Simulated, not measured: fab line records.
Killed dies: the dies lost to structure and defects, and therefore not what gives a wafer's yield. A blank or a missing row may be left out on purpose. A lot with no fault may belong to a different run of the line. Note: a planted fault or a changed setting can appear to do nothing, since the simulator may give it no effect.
fab line records    flow n5_finfet
[record] lots = 5  wafers = 15  last_day = 16
route steps=1938 shown HKMG_FIN@428 GATE_CUT@465 PASSIVATION@1936
lots that met no fault: from a run of the same line without faults
start_h: hours from the record's opening day to when the first of the lot's shown wafers began    wait_h: hours elapsed since this lot's preceding step    " the same as in the row above    L1.1+2: a single row standing in for several wafers    - no value, or no start was given    * or withheld: withheld    < > ~ a bound
route shown NAME@n: NAME is a module with steps in the file, n the number in the route of the first one    usual: mean and standard deviation over wafers with no fault    same: alike in all rows    chamber/n: place in a boat    sites: readings site by site    _std_site: standard deviation of those values    _edge_site: the outer-site mean with the inner-site mean subtracted    radius_mm: how far each site lies from the wafer's centre    mask NAME#n: copy n    behind: the last tool/chamber to shape the wafer    hold: why the lot went on hold/how many hours it stayed there/how the hold came to an end    device: names the non-switching transistor (n, p or np)    end of line: the same wafers' tests at the end of the route    where a step has no rows: the recipe by itself    killed: the dies lost at the first sort to structure and to defects; this is not the yield of the wafer    map: a wafer's dies, marking killed ones x, the rest . and places with no die _
set.NAME: setting as actually run; set.NAME@STEP: the setting as run at that earlier step    model.NAME: the simulator's own value behind a step, which no gauge read
lots seen at some steps along the route; tables by step, rows by wafer
services: a tool's chamber out of use, with start hour (start_h, from the record's first day; less than 0 if before it), hours out, and reason
[[steps]]
[step N5_HKMG_FIN_PEB_10]
[recipe] peb_temp_c = withheld  peb_time_s = 60  resist = CAR-ArF
[step N5_HKMG_FIN_DEVELOP_11]
[recipe] develop_time_s = 30  developer = TMAH  resist = CAR-ArF  dev_temp_c = 23  rinse_liquid = diw  dry = air_spin
[step N5_HKMG_FIN_CD_MEAS_12]
[recipe] target_cd_nm = 92.8  landing_energy_ev = 500  detector = se_inlens
[usual] cd_nm = 92.6/0.48
lot.wafer  tool       chamber  start_h  wait_h  cd_nm
L815.2     cd_sem-02  0        75.83    -       92.7
L815.3     "          0        "        "       92.6
L815.6     "          0        "        "       92.9
L817.3     cd_sem-03  0        87.13    -       92.9
L817.5     "          0        "        "       92.8
L817.6     "          0        "        "       93.2
L821.1     cd_sem-02  0        114.97   -       92.8
L821.2     "          0        "        "       93.4
L821.4     "          0        "        "       93.0
L830.2     cd_sem-01  0        167.36   -       92.5
L830.3     "          0        "        "       93.1
L830.4     "          0        "        "       92.8
L835.2     cd_sem-02  0        194.75   -       91.6
L835.3     "          0        "        "       92.6
L835.4     "          0        "        "       92.5
[step N5_HKMG_FIN_OVL_MEAS_13]
[recipe] points_per_wafer = 44
[usual] NWFM_OVL = 0.0/0.66
lot.wafer  tool        chamber  start_h  wait_h  NWFM_OVL[nm]
L815.2     overlay-02  0        75.86    0.0     -0.4
L815.3     "           0        "        "       -0.2
L815.6     "           0        "        "       0.8
L817.3     overlay-01  0        87.16    0.0     0.2
L817.5     "           0        "        "       0.8
L817.6     "           0        "        "       -0.4
L821.1     overlay-02  0        115.00   0.0     0.1
L821.2     "           0        "        "       0.2
L821.4     "           0        "        "       0.1
L830.2     overlay-01  0        167.39   0.0     -1.3
L830.3     "           0        "        "       -0.2
L830.4     "           0        "        "       -0.6
L835.2     overlay-02  0        194.78   0.0     -0.3
L835.3     "           0        "        "       0.7
L835.4     "           0        "        "       0.1
[step N5_HKMG_FIN_INSPECT_14]
[recipe] mode = adi  inspect_instrument = macro
[usual] raw_defect_count = 1.9/1.4
lot.wafer  tool               chamber  start_h  wait_h  raw_defect_count
L815.2     defect_inspect-01  -        75.88    0.0     1
L815.3     "                  -        "        "       2
L815.6     "                  -        "        "       5
L817.3     defect_inspect-01  -        87.18    0.0     4
L817.5     "                  -        "        "       3
L817.6     "                  -        "        "       1
L821.1     defect_inspect-02  -        115.02   0.0     2
L821.2     "                  -        "        "       5
L821.4     "                  -        "        "       2
L830.2     defect_inspect-02  -        167.41   0.0     1
L830.3     "                  -        "        "       1
L830.4     "                  -        "        "       4
L835.2     defect_inspect-01  -        194.80   0.0     1
L835.3     "                  -        "        "       2
L835.4     "                  -        "        "       1
[step N5_HKMG_FIN_DESCUM_17]
[recipe] chemistry = O2  time_s = 7.9  source_power_w = 50  bias_power_w = 20  pressure_mtorr = 20  rf_frequency_hz = 2.712e+07  temp_c = 40  resist = CAR-ArF  o2_flow_sccm = 225
[step N5_HKMG_FIN_ETCH_31]
[recipe] chemistry = CF4  target = SiARC  target_depth_a = 455  mask_material = CAR-ArF  time_s = 75.8  ion_energy_ev = 80  pressure_mtorr = 40  source_w = 545  bias_w = 36  Ar_flow_sccm = 100  cf4_flow_sccm = 100  ends = cleared
[step N5_HKMG_FIN_ETCH_32]
[recipe] chemistry = N2/H2  target = SOC  target_depth_a = 2400  temp_c = 40  time_s = 300  ion_energy_ev = 200  mask_material = SiARC  pressure_mtorr = 30  source_w = 840  bias_w = 150  n2_flow_sccm = 200  h2_flow_sccm = 200
[step N5_HKMG_FIN_STRIP_33]
[recipe] chemistry = N2/H2  temp_c = 40  n2_flow_sccm = 200  h2_flow_sccm = 200  rf_frequency_hz = 6e+07
[step N5_HKMG_FIN_STRIP_34]
[recipe] chemistry = CF4  resist = SiARC  power_w = 300  bias_power_w = 75  pressure_mtorr = 50  cf4_flow_sccm = 150  rf_frequency_hz = 6e+07
[step N5_HKMG_FIN_ETCH_35]
[recipe] chemistry = N2/H2  target = SOC  target_depth_a = 2158  ion_energy_ev = 65  bias_w = 5  source_w = 3000  time_s = 243.4  pressure_mtorr = 30  n2_flow_sccm = 200  h2_flow_sccm = 200
[usual] drypump_motor_current_A = 5.6/0.43  oes_product_au = 0.80/0.09  rf_vpp_V = 141.7/1.1  showerhead_plenum_p_Torr = 2.56/0.088  throttle_valve_pct = 17.88/0.25
lot.wafer  tool         chamber  start_h  wait_h  drypump_motor_current_A  oes_product_au  rf_hours_counter_h  rf_vpp_V  showerhead_plenum_p_Torr  throttle_valve_pct
L815.2     rie_diel-01  3        76.26    0.0     5.4                      0.85            62                  142.0     2.47                      17.50
L815.3     "            2        "        "       5.3                      0.83            80                  141.0     2.47                      17.71
L815.6     "            2        "        "       5.3                      0.82            -                   141.6     2.47                      17.71
L817.3     rie_diel-01  2        87.52    0.0     5.3                      0.81            84                  140.3     2.46                      17.71
L817.5     "            2        "        "       5.3                      0.81            -                   140.9     2.46                      17.71
L817.6     "            1        "        "       5.6                      0.71            -                   141.3     2.52                      17.92
L821.1     rie_diel-01  2        115.36   0.0     5.3                      0.80            94                  140.9     2.46                      17.74
L821.2     "            0        "        "       6.2                      0.71            203                 141.7     2.53                      18.24
L821.4     "            3        "        "       5.4                      0.82            75                  142.2     2.47                      17.51
L830.2     rie_diel-06  3        167.75   0.0     5.7                      0.69            233                 141.8     2.61                      18.21
L830.3     "            1        "        "       6.2                      0.88            38                  143.2     2.70                      17.94
L830.4     "            0        "        "       4.8                      0.85            58                  141.4     2.68                      17.86
L835.2     rie_diel-06  3        195.14   0.0     5.7                      0.68            242                 142.4     2.61                      18.25
L835.3     "            0        "        "       4.8                      0.85            66                  143.2     2.68                      17.85
L835.4     "            0        "        "       4.8                      0.85            -                   143.5     2.68                      17.86
[step N5_HKMG_FIN_STRIP_92]
[recipe] chemistry = N2/H2  material = SOC  time_s = 20  power_w = 500  temp_c = 40  pressure_mtorr = 50  rf_frequency_hz = 6e+07  bias_power_w = 8  h2_frac = 0.5  n2_flow_sccm = 300  h2_flow_sccm = 300
[step N5_HKMG_FIN_WET_ETCH_18]
[recipe] chemistry = SC1  target = TiN  mix = 1:1:5  temp_c = *  time_s = 55  target_depth_nm = 5.2  dry = ipa_marangoni  rinse_time_s = 30  rinse_temp_c = 23
[usual] nh4oh_flow_mL_min = 214.3/0.62
lot.wafer  tool          chamber  start_h  wait_h  nh4oh_flow_mL_min
L815.2     wet_bench-01  3        76.49    0.1     214.7
L815.3     "             0        "        "       213.5
L815.6     "             4        "        "       214.0
L817.3     wet_bench-01  4        87.75    0.1     214.2
L817.5     "             5        "        "       214.9
L817.6     "             6        "        "       214.7
L821.1     wet_bench-04  1        115.59   0.1     214.1
L821.2     "             4        "        "       214.7
L821.4     "             5        "        "       213.7
L830.2     wet_bench-01  0        167.98   0.1     214.4
L830.3     "             6        "        "       213.3
L830.4     "             1        "        "       215.4
L835.2     wet_bench-04  1        195.38   0.1     214.4
L835.3     "             4        "        "       213.9
L835.4     "             7        "        "       214.3
[step N5_HKMG_FIN_STRIP_19]
[recipe] chemistry = N2/H2  power_w = 2500  temp_c = 300  h2_frac = 0.65  time_s = 360  pressure_mtorr = withheld  n2_flow_sccm = 1750  h2_flow_sccm = 3250
[usual] drypump_motor_current_A = 5.5/0.48  heater_power_w = 448/87
lot.wafer  tool             chamber  start_h  wait_h  drypump_motor_current_A  heater_power_w  rf_hours_counter_h
L815.2     plasma_asher-02  0        76.56    0.0     5.7                      513             84
L815.3     "                0        "        "       5.7                      523             -
L815.6     "                0        "        "       5.7                      528             -
L817.3     plasma_asher-01  0        87.93    0.1     5.1                      453             -
L817.5     "                1        "        "       4.7                      524             -
L817.6     "                0        "        "       5.1                      457             -
L821.1     plasma_asher-01  1        115.65   0.0     4.7                      534             46
L821.2     "                0        "        "       5.2                      456             46
L821.4     "                1        "        "       4.7                      541             -
L830.2     plasma_asher-02  1        168.04   0.0     5.9                      318             107
L830.3     "                0        "        "       5.7                      521             -
L830.4     "                1        "        "       5.9                      320             -
L835.2     plasma_asher-02  0        195.44   0.0     5.7                      524             112
L835.3     "                1        "        "       6.0                      321             -
L835.4     "                0        "        "       5.7                      517             -
[step N5_HKMG_FIN_ALD_91]
[recipe] material = TiN  target_thk_a = 10  temp_c = 400  ald_precursor_family = TiCl4  ald_co_reactant = NH3  pulse_time_s = 1  purge_time_s = 3  co_reactant_purge_time_s = 2  co_reactant_pulse_time_s = 2  ald_cycles = 47  pressure_torr = 3
[step N5_HKMG_FIN_COAT_85]
[recipe] resist = SOC  temp_c = 250  time_s = 60  spin_rpm = 1500  resist_thk_nm = 300
[step N5_HKMG_FIN_ETCH_86]
[recipe] chemistry = N2/H2  target = SOC  target_depth_a = 3932  stop_on = TiN  ion_energy_ev = 100  bias_w = 61  pressure_mtorr = 30  source_w = 850  n2_flow_sccm = 200  h2_flow_sccm = 200
[step N5_HKMG_FIN_STRIP_89]
[recipe] chemistry = N2/H2  material = SOC  time_s = 20  power_w = 500  temp_c = 40  pressure_mtorr = 50  rf_frequency_hz = 6e+07  bias_power_w = 8  h2_frac = 0.5  n2_flow_sccm = 300  h2_flow_sccm = 300
[step N5_HKMG_FIN_WET_ETCH_87]
[recipe] chemistry = SC1  target = TiN  mix = 1:2:40  temp_c = 50  time_s = 154.2  target_depth_nm = 4.7  dry = ipa_marangoni  rinse_time_s = 30  rinse_temp_c = 23
[step N5_HKMG_FIN_STRIP_88]
[recipe] chemistry = N2/H2  power_w = 2500  temp_c = 300  h2_frac = 0.65  time_s = 360  pressure_mtorr = withheld  n2_flow_sccm = 1750  h2_flow_sccm = 3250
[step N5_HKMG_FIN_NWFM_ALD_20]
[recipe] material = TiAlC  target_thk_a = 20  temp_c = 300  ald_precursor_family = TiCl4  ald_co_reactant = TEA  pulse_time_s = 3  purge_time_s = 2  co_reactant_purge_time_s = 2  co_reactant_pulse_time_s = 10  ald_cycles = 7  pressure_torr = 3
[step N5_HKMG_FIN_ALD_71]
[recipe] material = TiN  target_thk_a = 10  temp_c = 400  ald_precursor_family = TiCl4  ald_co_reactant = NH3  pulse_time_s = 1  purge_time_s = 3  co_reactant_purge_time_s = 2  co_reactant_pulse_time_s = 2  ald_cycles = 47  pressure_torr = 3
[usual] heater_power_w = 856/70  precursor_pulse_height_rel = 1.000/0.021
lot.wafer  tool          chamber  start_h  wait_h  heater_power_w  precursor_pulse_height_rel
L815.2     ald_metal-02  1        78.01    0.0     952             1.009
L815.3     "             2        "        "       881             1.017
L815.6     "             1        "        "       914             1.000
L817.3     ald_metal-04  2        89.27    0.0     899             1.009
L817.5     "             3        "        "       891             1.002
L817.6     "             2        "        "       911             0.970
L821.1     ald_metal-04  3        117.11   0.0     901             0.991
L821.2     "             1        "        "       878             0.991
L821.4     "             0        "        "       884             0.995
L830.2     ald_metal-02  1        169.57   0.0     915             1.007
L830.3     "             2        "        "       917             1.007
L830.4     "             0        "        "       725             1.012
L835.2     ald_metal-02  3        196.92   0.0     767             0.966
L835.3     "             0        "        "       727             1.020
L835.4     "             2        "        "       920             1.003
[step N5_HKMG_FIN_COAT_66]
[recipe] resist = SOC  temp_c = 250  time_s = 60  spin_rpm = 1500  resist_thk_nm = 300
[step N5_HKMG_FIN_ETCH_67]
[recipe] chemistry = N2/H2  target = SOC  target_depth_a = 3889  stop_on = TiN  ion_energy_ev = 100  bias_w = 61  pressure_mtorr = 30  source_w = 850  n2_flow_sccm = 200  h2_flow_sccm = 200
[step N5_HKMG_FIN_STRIP_90]
[recipe] chemistry = N2/H2  material = SOC  time_s = 20  power_w = 500  temp_c = 40  pressure_mtorr = 50  rf_frequency_hz = 6e+07  bias_power_w = 8  h2_frac = 0.5  n2_flow_sccm = 300  h2_flow_sccm = 300
[step N5_HKMG_FIN_WET_ETCH_73]
[recipe] chemistry = SC1  mix = 1:2:40  temp_c = 50  time_s = 42.3  target_depth_nm = 1.3  dry = ipa_marangoni  rinse_time_s = 30  rinse_temp_c = 23
[step N5_HKMG_FIN_ETCHBACK_68]
[recipe] chemistry = Cl2/Ar  stop_on = HfO2  target_depth_a = 5  pressure_mtorr = 10  icp_w = 600  bias_w = 60  Cl2_flow_sccm = 40  Ar_flow_sccm = 60
[step N5_HKMG_FIN_STRIP_69]
[recipe] chemistry = N2/H2  power_w = 2500  temp_c = 300  h2_frac = 0.65  time_s = 360  pressure_mtorr = withheld  n2_flow_sccm = 1750  h2_flow_sccm = 3250
[step N5_HKMG_FIN_ALD_21]
[recipe] material = TiN  target_thk_a = 15  temp_c = 400  ald_precursor_family = TiCl4  ald_co_reactant = NH3  pulse_time_s = 1  purge_time_s = 3  co_reactant_purge_time_s = 2  co_reactant_pulse_time_s = 2  ald_cycles = 68  pressure_torr = 3
[step N5_HKMG_FIN_ALD_72]
[recipe] material = W  target_thk_a = 20  temp_c = 300  pressure_torr = 7.5  ald_precursor_family = WF6  ald_co_reactant = B2H6  pulse_time_s = 1  purge_time_s = 2  co_reactant_purge_time_s = 2  co_reactant_pulse_time_s = 3  ald_cycles = 7
[step N5_HKMG_FIN_W_FILL_22]
[recipe] material = W  target_thk_a = 600  temp_c = 400  pressure_torr = 39.4  time_s = 18.2
[usual] heater_power_w = 945/140  throttle_valve_pct = 20.3/1.6
lot.wafer  tool      chamber  start_h  wait_h  heater_power_w  throttle_valve_pct
L815.2     cvd_w-01  0        79.52    0.0     965             22.1
L815.3     "         1        "        "       1121            20.6
L815.6     "         1        "        "       1145            20.6
L817.3     cvd_w-02  0        90.87    0.1     729             18.5
L817.5     "         0        "        "       761             18.4
L817.6     "         0        "        "       752             18.3
L821.1     cvd_w-01  1        118.62   0.0     1131            20.5
L821.2     "         0        "        "       973             22.0
L821.4     "         1        "        "       1120            21.0
L830.2     cvd_w-02  0        171.08   0.0     744             18.7
L830.3     "         0        "        "       740             18.8
L830.4     "         1        "        "       906             18.8
L835.2     cvd_w-01  1        198.43   0.0     1116            20.7
L835.3     "         0        "        "       1016            22.8
L835.4     "         1        "        "       1101            20.9
[step N5_HKMG_FIN_PRECLEAN_83]
[recipe] chemistry = DIW  time_s = 57.5  temp_c = 23
[step N5_HKMG_FIN_SRD_84]
[recipe] dry_time_s = 32  dry = n2_spin  spin_rpm = 1500
[step N5_HKMG_FIN_CMP_23]
[recipe] stop_on = SiNx  t_overpolish_s = 10  post_cmp_clean = rinse_only  down_force_psi = 4  platen_rpm = 50.289  pad_velocity_m_s = 1.0006  target_thk_nm = 46.326
[usual] head_pressure_psi = 4.001/0.0087  motor_current_A = 11.7/1.2  overpolish_run_s = 9.999/0.02  time_to_endpoint_s = 13.0/2.2
lot.wafer  tool    chamber  start_h  wait_h  head_pressure_psi  motor_current_A  overpolish_run_s  time_to_endpoint_s
L815.2     cmp-04  3        79.70    0.1     4.001              10.8             10.024            14.2
L815.3     "       1        "        "       3.995              10.2             10.003            13.7
L815.6     "       3        "        "       4.004              10.6             10.011            11.0
L817.3     cmp-02  1        91.23    0.3     4.013              9.7              9.994             12.7
L817.5     "       2        "        "       4.001              10.7             10.006            12.3
L817.6     "       3        "        "       3.992              12.6             10.000            14.5
L821.4     cmp-02  3        118.80   0.1     4.008              11.4             9.997             6.2
L821.2     "       0        "        "       4.016              13.5             10.005            8.9
L821.1     "       1        "        "       4.003              10.7             9.996             9.8
L830.4     cmp-04  1        171.27   0.1     3.986              10.4             10.005            11.2
L830.2     "       2        "        "       4.006              12.0             9.997             13.5
L830.3     "       3        "        "       4.001              10.7             9.996             12.6
L835.2     cmp-01  1        198.62   0.1     3.995              10.7             10.002            9.2
L835.3     "       2        "        "       3.996              11.8             10.003            11.0
L835.4     "       3        "        "       3.998              10.5             10.005            7.9
[step N5_HKMG_FIN_CMP_94]
[recipe] stop_on = SiNx  post_cmp_clean = w_dilute_nh4oh  t_overpolish_s = 4.7  down_force_psi = 4  platen_rpm = 50.289  pad_velocity_m_s = 1.0006  target_thk_nm = 43.299
[step N5_GATE_CUT_ETCHBACK_00]
[recipe] chemistry = SF6/Cl2  target = W  pressure_mtorr = 8  icp_w = 900  bias_w = 80  SF6_flow_sccm = 40  Cl2_flow_sccm = 60
[step N5_GATE_CUT_ETCH_56]
[recipe] chemistry = Cl2/Ar  target = TiN  target_depth_a = 216  pressure_mtorr = 10  icp_w = 600  bias_w = 60  Cl2_flow_sccm = 40  Ar_flow_sccm = 60
[step N5_GATE_CUT_ETCHBACK_30]
[recipe] chemistry = Cl2/Ar  target = TiN  target_depth_a = 30  mode = isotropic  pressure_mtorr = 10  icp_w = 600  bias_w = 60  Cl2_flow_sccm = 40  Ar_flow_sccm = 60
[step N5_GATE_CUT_VAPOR_ETCH_60]
[recipe] chemistry = BCl3/Cl2  target = HfO2  mode = isotropic
[step N5_GATE_CUT_ETCH_58]
[recipe] chemistry = CH3F/O2  target = SiNx  target_depth_a = 170  time_s = 128.6  ion_energy_ev = 50  pressure_mtorr = 30  source_w = 415  bias_w = 21  Ar_flow_sccm = 150  CH3F_flow_sccm = 30  O2_flow_sccm = 20
[step N5_PASSIVATION_PROBE_49]
[usual] defect_limited_yield = 91.5/1.3  killed_at_M0_to_M3 = 33/11  killed_at_M4_up = 14/5.3  killed_at_contacts = 11/6.3  killed_at_front_end = 38/10  killed_at_other = 3.7/2.8  killed_dies = 101/16  killed_open = 67/12  killed_short = 32/7.4  sort_bin_5_function = 5.0/0.86  sort_bin_6_memory = 3.2/0.69  sort_n_pass = 1079/16  sort_yield_pct = 91.5/1.3
[same] gross_dies = 1180  killed_at_back_side = 0  sort_bin_4_leakage[%] = 0  sort_bin_8_speed[%] = 0
lot.wafer  tool       chamber  start_h  wait_h  defect_limited_yield[%]  killed_at_M0_to_M3  killed_at_M4_up  killed_at_contacts  killed_at_front_end  killed_at_other  killed_dies  killed_open  killed_short  sort_bin_5_function[%]  sort_bin_6_memory[%]  sort_n_pass  sort_yield_pct[%]
L815.2     prober-01  -        273.77   0.1     91.4                     28                  18               12                  40                   3                101          71           30            5.8                     2.6                   1079         91.4
L815.3     prober-01  -        273.82   0.1     89.4                     44                  21               13                  43                   4                125          83           42            6.0                     4.6                   1055         89.4
L815.6     prober-01  -        273.97   0.3     90.4                     41                  12               13                  42                   5                113          72           41            5.8                     3.4                   1067         90.4
L817.3     prober-02  -        299.66   0.1     90.8                     38                  13               8                   45                   4                108          82           23            5.8                     3.2                   1072         90.8
L817.5     prober-02  -        299.76   0.2     92.1                     45                  15               7                   24                   2                93           57           35            4.9                     2.5                   1087         92.1
L817.6     prober-02  -        299.81   0.3     89.9                     58                  11               11                  35                   4                119          79           39            5.7                     4.0                   1061         89.9
L821.1     prober-02  -        304.79   0.0     93.6                     29                  15               5                   23                   4                76           54           21            4.2                     2.2                   1104         93.6
L821.2     prober-02  -        304.84   0.1     91.8                     34                  16               21                  24                   2                97           64           31            4.2                     3.6                   1083         91.8
L821.4     prober-02  -        304.94   0.2     93.1                     35                  6                17                  21                   2                81           52           28            4.2                     2.4                   1099         93.1
L830.2     prober-01  -        356.46   0.1     87.4                     20                  14               6                   104                  5                149          61           36            7.3                     3.4                   1031         87.4
L830.3     prober-01  -        356.51   0.1     81.2                     20                  12               5                   179                  6                222          60           25            12.6                    3.2                   958          81.2
L830.4     prober-01  -        356.56   0.2     81.9                     23                  10               8                   172                  1                214          56           24            10.8                    4.3                   966          81.9
L835.2     prober-01  -        386.35   0.1     93.1                     21                  18               9                   31                   3                82           52           30            3.9                     3.0                   1098         93.1
L835.3     prober-01  -        386.40   0.1     91.1                     31                  25               18                  26                   5                105          70           33            4.9                     3.8                   1075         91.1
L835.4     prober-01  -        386.45   0.2     93.5                     19                  15               11                  31                   1                77           60           16            4.4                     1.9                   1103         93.5
// killed by level:class
L815.2 FIN_SAQP:geometric_particle:open=15 FIN_SAQP:geometric_particle:short=11 MOL_CONTACT_COAG:geometric_particle:open=11 BEOL_M2:geometric_particle:open=8 BEOL_M4:geometric_particle:open=7 BEOL_M0_SAQP:geometric_particle:short=5 DUMMY_GATE:geometric_particle:open=4 BEOL_M0_SAQP:geometric_particle:open=4
L815.3 FIN_SAQP:geometric_particle:short=12 MOL_CONTACT_COAG:geometric_particle:open=12 BEOL_M0_SAQP:geometric_particle:open=11 BEOL_M1:geometric_particle:open=11 BEOL_M4:geometric_particle:open=11 FIN_SAQP:geometric_particle:open=9 BEOL_M0_SAQP:geometric_particle:short=9 STI_FIN_REVEAL:geometric_particle:open=4
L815.6 FIN_SAQP:geometric_particle:open=13 BEOL_M0_SAQP:geometric_particle:short=13 MOL_CONTACT_COAG:geometric_particle:open=9 BEOL_M2:geometric_particle:open=8 BEOL_M0_SAQP:geometric_particle:open=7 FIN_SAQP:geometric_particle:short=6 DUMMY_GATE:geometric_particle:open=6 BEOL_M1:geometric_particle:open=6
L817.3 FIN_SAQP:geometric_particle:open=13 BEOL_M3:geometric_particle:open=12 MOL_CONTACT_COAG:geometric_particle:open=8 BEOL_M5:geometric_particle:open=8 FIN_SAQP:geometric_particle:short=6 STI_FIN_REVEAL:geometric_particle:open=6 BEOL_M2:geometric_particle:open=6 BEOL_M0_SAQP:geometric_particle:open=6
L817.5 BEOL_M0_SAQP:geometric_particle:short=12 BEOL_M3:geometric_particle:open=10 BEOL_M0_SAQP:geometric_particle:open=10 FIN_SAQP:geometric_particle:short=8 GATE_CUT:geometric_particle:short=6 BEOL_M5:geometric_particle:open=6 FIN_SAQP:geometric_particle:open=5 MOL_CONTACT_COAG:geometric_particle:open=5
L817.6 BEOL_M0_SAQP:geometric_particle:open=17 BEOL_M0_SAQP:geometric_particle:short=14 FIN_SAQP:geometric_particle:open=11 MOL_CONTACT_COAG:geometric_particle:open=9 BEOL_M1:geometric_particle:open=6 BEOL_M1:geometric_particle:short=6 BEOL_M2:geometric_particle:open=5 STI_FIN_REVEAL:geometric_particle:open=4
L821.1 BEOL_M3:geometric_particle:open=8 BEOL_M4:geometric_particle:open=7 BEOL_M0_SAQP:geometric_particle:open=6 BEOL_M1:geometric_particle:open=6 FIN_SAQP:geometric_particle:open=5 BEOL_M0_SAQP:geometric_particle:short=5 MOL_CONTACT_COAG:geometric_particle:open=4 GATE_CUT:geometric_particle:short=3
L821.2 MOL_CONTACT_COAG:geometric_particle:open=16 BEOL_M0_SAQP:geometric_particle:short=8 BEOL_M3:geometric_particle:open=7 STI_FIN_REVEAL:geometric_particle:open=5 MOL_CONTACT_COAG:geometric_particle:short=5 BEOL_M0_SAQP:geometric_particle:open=5 BEOL_M1:geometric_particle:open=5 BEOL_M1:geometric_particle:short=4
L821.4 BEOL_M3:geometric_particle:open=14 MOL_CONTACT_COAG:geometric_particle:open=13 BEOL_M1:geometric_particle:open=6 GATE_CUT:geometric_particle:short=5 GATE_CUT:geometric_particle:open=4 MOL_CONTACT_COAG:geometric_particle:short=4 BEOL_M2:geometric_particle:short=4 BEOL_M3:geometric_particle:short=4
L830.2 HKMG_FIN:unspecified=50 FIN_SAQP:geometric_particle:open=18 FIN_SAQP:geometric_particle:short=12 STI_FIN_REVEAL:geometric_particle:open=9 MOL_CONTACT_COAG:geometric_particle:open=6 BEOL_M1:geometric_particle:open=5 BEOL_M4:geometric_particle:short=5 BEOL_M2:geometric_particle:open=4
L830.3 HKMG_FIN:unspecified=136 FIN_SAQP:geometric_particle:open=14 STI_FIN_REVEAL:geometric_particle:open=10 BEOL_M2:geometric_particle:open=8 FIN_SAQP:geometric_particle:short=7 MOL_CONTACT_COAG:geometric_particle:open=5 BEOL_M0_SAQP:geometric_particle:open=5 STARTING-WAFER:geometric_particle:short=4
L830.4 HKMG_FIN:unspecified=133 STI_FIN_REVEAL:geometric_particle:open=11 FIN_SAQP:geometric_particle:short=10 BEOL_M3:geometric_particle:open=9 FIN_SAQP:geometric_particle:open=7 MOL_CONTACT_COAG:geometric_particle:open=6 BEOL_M2:geometric_particle:open=6 BEOL_M0_SAQP:geometric_particle:open=5
L835.2 MOL_CONTACT_COAG:geometric_particle:open=8 GATE_CUT:geometric_particle:short=6 BEOL_M4:geometric_particle:open=6 FIN_SAQP:geometric_particle:open=5 SPACER0:geometric_particle:short=5 BEOL_M0_SAQP:geometric_particle:short=5 BEOL_M2:geometric_particle:open=5 BEOL_M0_SAQP:geometric_particle:open=4
L835.3 BEOL_M4:geometric_particle:open=13 MOL_CONTACT_COAG:geometric_particle:open=13 STARTING-WAFER:geometric_particle:open=7 MOL_CONTACT_COAG:geometric_particle:short=5 BEOL_M2:geometric_particle:open=5 BEOL_M3:geometric_particle:open=5 BEOL_M3:geometric_particle:short=5 BEOL_M5:geometric_particle:open=5
L835.4 MOL_CONTACT_COAG:geometric_particle:open=9 BEOL_M2:geometric_particle:open=9 FIN_SAQP:geometric_particle:open=6 FIN_SAQP:geometric_particle:short=5 DUMMY_GATE:geometric_particle:open=5 BEOL_M5:geometric_particle:open=5 BEOL_M0_SAQP:geometric_particle:open=4 STARTING-WAFER:geometric_particle:open=4
// map L830.3 (x killed, . not)
_________________.......x....________________
______________.......x........x._____________
___________...................x....__________
__________.......x.........x........_________
________..........x.......x........x.._______
_______...........x...x......x.........______
______....x..........x.................._____
_____..........x..x..x...x......x........____
____..x...x.......x..............x........___
___................................x.......__
___.x....................................x.__
__.................................x........_
__..x..................x........x..........._
_............xx.x............................
_..........x..x...................x..........
_......x................x...x................
_..........x.......x.x.....x........x........
_..............x.........x.........x.......x.
_...x..........x......x...x...x.......x....x.
_.x..x...........x........xxx..x.............
_..x..................xxxxxxxxxx...x..x......
__.......x.....x..x.xx.xxxxxxxxx..x..x......_
__...............x..x.xxxxxxxxx.x..........._
___.................xxxxxxxxxxxxx.x.x......__
___................x.xxxxxxxxxxxx........x.__
____............x..xxxxxxxxxxxxxxxx..x..x.___
_____x..............xxxxxxxxxxxxx.x......____
______.........x...x..xxxxxxxxxxx..x...._____
_______.x...x.........xxxxxxxxxxxx.....______
________.x.xx.......xxxx..xxx.xxx...x._______
__________.............x.xxxxx...x.._________
___________..............x....x....__________
______________.........xxx.....x_____________
_________________...........x________________
// map L815.3 (x killed, . not)
_________________.x.....x....________________
______________...............x.._____________
___________....x...........xx....x.__________
__________.x..............x.x.x....x_________
________..............x......x..xx...._______
_______...x........x.x.......x.........______
______...x...............x.............._____
_____.............x......xx.x............____
____.....x..............x....x............___
___.....x.x.........x....................x.__
___.x...........x...............x........x.__
__...........x.........x...................._
__........x..........xx..x.......x.........._
_.....x.......................x..x..........x
_......x.........x...x...............x.......
_.x.........x................................
_x.x.............x......x.x......x...........
_........x....x..................x......x....
_...x........................x...............
_......x....x........x.x..........x..........
_...............................x.......x....
__.....xxx...........x...x..........x......._
__.....x.x........x....x.......x..........x._
___.x.....xx..xxx.............xx...........__
___xx......................x............x..__
____........x..x.............x..x...x.....___
_____.x........................x......x..____
______.x..x..x.....xx.......x..x........_____
_______...................x.x.......x..______
________.........x..x................._______
__________.....x...................._________
___________..............x.........__________
______________.......x.......xxx_____________
_________________.x......x...________________
[[services]]
tool             chamber  start_h  hours  kind
cmp-01           -        54.26    -      consumable_replace:conditioner
cmp-01           -        54.26    -      consumable_replace:pad
cvd_w-01         -        58.40    1.7    repair
cmp-02           -        65.92    2.2    repair
cmp-01           -        68.57    1.2    repair
cvd_w-02         1        84.56    9.8    repair
plasma_asher-02  -        97.39    8.7    pm
cmp-04           -        100.54   4.1    pm
wet_bench-01     -        102.91   3.2    repair
cmp-04           -        106.85   0.5    repair
plasma_asher-02  -        111.70   0.6    repair
cmp-04           -        134.00   4.0    pm
cmp-04           -        138.00   -      consumable_replace:conditioner
cmp-04           -        138.00   -      consumable_replace:pad
cmp-01           -        148.41   7.1    pm
rie_diel-06      0        149.96   9.6    repair
cmp-02           -        163.29   4.1    repair
cvd_w-01         -        165.86   2.4    repair
rie_diel-06      -        186.01   2.8    pm
rie_diel-06      2        193.07   5.0    repair
cmp-02           -        198.41   1.0    repair
[[key]]
[first_sign] step = N5_PASSIVATION_PROBE_49  reading = killed_at_front_end  direction = up  sigmas = 11  usual = 38  struck = 152
[effect] step = N5_PASSIVATION_PROBE_49  reading = defect_limited_yield  direction = down  sigmas = 6  usual = 91.5  struck = 83.5
[more_kills_born_at] N5_HKMG_FIN_WET_ETCH_18@wet_bench-01 = 319
met_at N5_HKMG_FIN_WET_ETCH_18
struck_wafers L830.2,L830.3,L830.4
onset_between 87.75 167.98
also_fits N5_HKMG_FIN_W_FILL_22:cvd_w-02,N5_HKMG_FIN_CMP_23:cmp-04
[fault] kind = chamber_particle_source  tool = wet_bench-01  chamber = -  onset_h = 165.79  steps = N5_HKMG_FIN_WET_ETCH_18  rate_per_visit_cm2 = 1.096
